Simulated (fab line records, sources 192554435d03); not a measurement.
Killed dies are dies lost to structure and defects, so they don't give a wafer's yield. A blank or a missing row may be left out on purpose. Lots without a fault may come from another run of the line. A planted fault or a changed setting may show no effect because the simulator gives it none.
Split-lot experiment | flow n5_finfet | 7 lots, 21 wafers read, on a route of 1938 steps

THE SPLIT
At N5_BEOL_M2_EXPOSE_08 (exposes mask M2), the setting dose_mj was moved away from the recipe's 41.25 on 5 of the 21 wafers read, by -6.5% to +4.1%. The other wafers ran this setting at the recipe's value.

FROM THE SPLIT TO THE READING: what the file shows between them, 11 steps
- N5_BEOL_M2_PEB_09: peb time 60 s
- N5_BEOL_M2_DEVELOP_10: develop time 30 s
- N5_BEOL_M2_DESCUM_16: chemistry O2, time 7 s
- N5_BEOL_M2_ETCH_74: etches underlayer in N2/H2, target depth 6.5 nm, time 5.2 s
- N5_BEOL_M2_ETCH_63: etches SiARC in CF4, target depth 15.6 nm, time 26 s
- N5_BEOL_M2_ETCH_64: etches SOC in N2/H2, target depth 75 nm, overetch 22.5 nm, time 121.9 s
- N5_BEOL_M2_STRIP_65: strips in N2/H2
- N5_BEOL_M2_STRIP_75: strips in N2/H2
- N5_BEOL_M2_STRIP_66: strips in CF4
- N5_BEOL_M2_HM_OPEN_17: chemistry Cl2/BCl3, target TiN, target depth 20 nm, overetch 6 nm
- N5_BEOL_M2_STRIP_19: strips in O2

THE READING
cd_nm, in nm, at N5_BEOL_M2_CD_MEAS_18 (pitch 36 nm, target cd 18 nm). Fault-free wafers of this fab line usually give 18.0 nm, standard deviation 0.31 nm.

wafer  | tool, chamber at the split | dose_mj as run | against the recipe | cd_nm, nm | against lot-mates on the recipe
L076.2 | euv_scanner-01, 0          | 39.24          | -4.9%              | 17.1      | -1.1
L076.4 | euv_scanner-01, 0          | 41.25          | recipe             | 18.6      | -
L076.6 | euv_scanner-01, 0          | 41.25          | recipe             | 17.9      | -
L081.2 | euv_scanner-02, 0          | 42.11          | +2.1%              | 18.5      | +0.0
L081.3 | euv_scanner-02, 0          | 41.25          | recipe             | 18.5      | -
L081.5 | euv_scanner-02, 0          | 42.11          | +2.1%              | 18.4      | -0.1
L083.2 | euv_scanner-01, 0          | 41.25          | recipe             | 18.0      | -
L083.5 | euv_scanner-01, 0          | 38.55          | -6.5%              | 16.7      | -1.3
L083.6 | euv_scanner-01, 0          | 41.25          | recipe             | 18.0      | -
L084.1 | euv_scanner-01, 0          | 41.25          | recipe             | 18.1      | -
L084.2 | euv_scanner-01, 0          | 42.94          | +4.1%              | 18.8      | +0.8
L084.5 | euv_scanner-01, 0          | 41.25          | recipe             | 18.0      | -
L087.1 | euv_scanner-01, 0          | 41.25          | recipe             | 18.4      | -
L087.4 | euv_scanner-01, 0          | 41.25          | recipe             | 18.2      | -
L087.6 | euv_scanner-01, 0          | 41.25          | recipe             | 18.0      | -
L097.2 | euv_scanner-02, 0          | 41.25          | recipe             | 18.4      | -
L097.4 | euv_scanner-02, 0          | 41.25          | recipe             | 18.2      | -
L097.6 | euv_scanner-02, 0          | 41.25          | recipe             | 18.7      | -
L096.1 | euv_scanner-01, 0          | 41.25          | recipe             | 17.9      | -
L096.5 | euv_scanner-01, 0          | 41.25          | recipe             | 18.2      | -
L096.6 | euv_scanner-01, 0          | 41.25          | recipe             | 17.9      | -

THE FIT
A straight line over all 21 wafers: cd_nm changes by +0.201 nm for each +1% of dose_mj; r = +0.88; the points scatter about the line by 0.24 nm.
The same after taking each lot's own level away (the mean of its wafers on the recipe; 21 wafers): +0.182 nm for each +1%; r = +0.88; scatter 0.22 nm.
On that fit, the largest move of dose_mj shifts the reading by 1.2 nm.
The lots' own levels span 18.00 to 18.50 nm, that is 1.6 times the standard deviation above.
So the lot-to-lot level changes the slope: the two fits differ.
Check: with one of the wafers moved furthest among these (-6.5%) left out of the fit, the line predicts -1.21 nm for it against its lot-mates. It came out at -1.3 nm against them.

OTHER SPLITS ON THESE WAFERS
These wafers also went through other splits before the reading. Each is held against what the fit with the lots' levels taken away leaves over:
other split on the same wafers | wafers away from the commonest value | r with cd_nm (lot level and that fit taken away)
N5_BEOL_M2_ILD_DEP_00 time_s   | 6                                    | +0.13

THE WHOLE CHAIN: every reading that the file lists as answering this split, in the file's order
step                  | what it does                                                            | reading                                                               | change (the file's fit)               | r (the file's)
N5_BEOL_M2_ETCH_74    | etches underlayer in N2/H2, target depth 6.5 nm, time 5.2 s             | BEOL_M2.cd_offset_nm (the simulator's own value, which no gauge read) | +0.231 nm for each +1% of the setting | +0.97
N5_BEOL_M2_ETCH_63    | etches SiARC in CF4, target depth 15.6 nm, time 26 s                    | BEOL_M2.cd_offset_nm (the simulator's own value, which no gauge read) | +0.216 nm for each +1% of the setting | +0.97
N5_BEOL_M2_ETCH_64    | etches SOC in N2/H2, target depth 75 nm, overetch 22.5 nm, time 121.9 s | BEOL_M2.cd_offset_nm (the simulator's own value, which no gauge read) | +0.208 nm for each +1% of the setting | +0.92
N5_BEOL_M2_HM_OPEN_17 | chemistry Cl2/BCl3, target TiN, target depth 20 nm, overetch 6 nm       | BEOL_M2.cd_offset_nm (the simulator's own value, which no gauge read) | +0.19 nm for each +1% of the setting  | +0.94
N5_BEOL_M2_CD_MEAS_18 | pitch 36 nm, target cd 18 nm                                            | cd_nm                                                                 | +0.195 nm for each +1% of the setting | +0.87

THE FILE'S OWN FIT
cd_nm changes by +0.195 nm for each +1% of dose_mj, r = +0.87.
